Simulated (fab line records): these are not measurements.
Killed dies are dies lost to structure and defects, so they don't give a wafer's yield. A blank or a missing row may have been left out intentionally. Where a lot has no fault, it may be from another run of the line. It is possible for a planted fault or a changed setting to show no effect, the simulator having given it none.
Chamber matching	flow nandHarc	NHARC_A_STAIRCASE_ETCHBACK_157 on rieDiel-09 has 4 sister chambers
The step etches the open film in CH3F/O2, target depth 90 nm, time 167.14 s. 4 wafers are shown with their chamber, then 11 later ones without.

== WAFERS WITH THEIR CHAMBER ==
wafer	chamber	drypumpMotorCurrentA (A)
L083.5	1	6.2
L086.5	3	4.7
L086.6	0	6.1
L094.2	2	5.0

== WAFERS WITH NO CHAMBER GIVEN ==
wafer	drypumpMotorCurrentA (A)
L094.4	4.7
L094.6	5.0
L092.1	4.7
L092.2	6.1
L092.3	6.3
L092.4	5.0
L092.5	4.7
L092.6	5.0
L096.4	6.1
L096.5	6.1
L096.6	4.7

== WHICH CHAMBER EACH ONE RAN IN ==
wafer	from the rows above	in truth
L094.4	3	3
L094.6	2	2
L092.1	3	3
L092.2	0	0
L092.3	1	1
L092.4	2	2
L092.5	3	3
L092.6	2	2
L096.4	0	0
L096.5	0	0
L096.6	3	3
11 of 11 placed correctly. Left unplaced by these rows: 0. Wrongly placed: 0.
How it was worked out, from the rows above alone: a wafer's distance from a chamber is the root of the sum, over the readings, of the square of ((its reading less the chamber's mean) divided by the reading's scatter). If the next closest chamber is less than 2 further off than the closest, the wafer can't be placed; otherwise it belongs to the closest. For every chamber, the mean is computed from those of its wafers that are shown. The scatter (one wafer shown for each chamber): square how far every hidden wafer sits from the nearest shown wafer, average those squares and take the square root.
